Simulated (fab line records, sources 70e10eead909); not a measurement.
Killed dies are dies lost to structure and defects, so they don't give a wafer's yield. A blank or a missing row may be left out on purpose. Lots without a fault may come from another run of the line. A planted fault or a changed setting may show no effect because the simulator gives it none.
Which tool did it? | flow nand_harc | 6 lots, 18 wafers sampled, at 1 step of a route of 1302

WHAT THE GAUGES READ, wafer by wafer
NHARC_A_CONTACT_CD_MEAS_53.
lot  | measured     | on        | cd_nm (nm)
L556 | day 22 08:00 | cd_sem-02 | 290.9 290.3 290.2
L559 | day 23 13:41 | cd_sem-03 | 289.9 289.4 289.7
L567 | day 27 09:14 | cd_sem-01 | 288.6 288.8 288.4
L572 | day 28 06:22 | cd_sem-01 | 289.7 289.6 290.4
L575 | day 30 14:14 | cd_sem-02 | 289.2 289.0 289.4
L577 | day 31 01:11 | cd_sem-01 | 290.1 289.7 289.8

WHICH TOOL RAN EACH LOT (tool, then ch and the chambers of the sampled wafers, then the start)
The record holds no process step before these readings.

THE ANSWER, worked out from the rows above alone
Rule: what is usual is taken from the lots themselves. Put in order of their means at a reading, lots are off if they are a third of the lots or fewer, leave a main group of 4 or more, and stand apart from it by a gap of 3 or more times the standard deviation of the main group's means; of several such gaps the widest counts. A main group whose means are all the same, to the digits that the tables above print for the reading, isn't used. A lot without any number at a reading at which 4 lots or more have one is off too. The other lots that the step has rows for count as sound.
No lot is off at any reading shown: from this, nothing can be told.

WHAT THE SIMULATOR HAD PUT IN
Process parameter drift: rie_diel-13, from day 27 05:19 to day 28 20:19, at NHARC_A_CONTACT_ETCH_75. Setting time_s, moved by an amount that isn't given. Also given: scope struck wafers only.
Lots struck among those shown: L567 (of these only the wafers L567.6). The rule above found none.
